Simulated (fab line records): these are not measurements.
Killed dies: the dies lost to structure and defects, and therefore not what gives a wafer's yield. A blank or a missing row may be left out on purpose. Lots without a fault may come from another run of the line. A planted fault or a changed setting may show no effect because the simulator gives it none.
Which tool was responsible? -- flow nandHarc -- 12 lots (36 wafers sampled), 1 step of a 1302-step route

WHAT THE GAUGES READ, wafer by wafer
NHARC_P_M0_CD_MEAS_09 targets a cd of 90 nm.
lot,measured,on,cdNm (nm)
L075,day 6 10:56,cdSem-03,88.9 89.0 89.7
L077,day 7 01:35,cdSem-01,89.4 90.5 90.4
L079,day 8 01:48,cdSem-02,90.9 90.7 89.8
L081,day 8 18:02,cdSem-03,89.4 89.6 89.1
L083,day 9 16:01,cdSem-01,90.5 91.1 89.6
L085,day 10 15:59,cdSem-03,89.5 89.4 90.4
L087,day 11 06:26,cdSem-03,90.7 90.5 89.3
L088,day 12 05:32,cdSem-02,90.2 90.2 90.3
L091,day 13 06:54,cdSem-03,89.1 88.7 89.4
L093,day 13 22:17,cdSem-03,88.9 89.8 90.1
L094,day 14 14:37,cdSem-03,90.1 89.8 89.9
L097,day 15 21:14,cdSem-02,90.3 90.0 89.7

WHICH TOOL RAN EACH LOT (tool, then ch and the chambers of the sampled wafers, then the start)
No process step before these readings appears in the record.

THE ANSWER, worked out from the rows above alone
Rule: the lots themselves supply what counts as usual. Put in order of their means at a reading, lots are off if they are a third of the lots or fewer, leave a main group of 4 or more, and stand apart from it by a gap of 3 or more times the standard deviation of the main group's means; of several such gaps the widest counts. A main group is skipped when, at the precision printed for the reading in the tables above, its means are all equal. Also off: a lot with no number at a reading for which 4 or more lots have one. The other lots that the step has rows for count as sound.
No lot is off at any reading shown: from this, nothing can be told.

WHAT WAS PUT IN BY THE SIMULATOR
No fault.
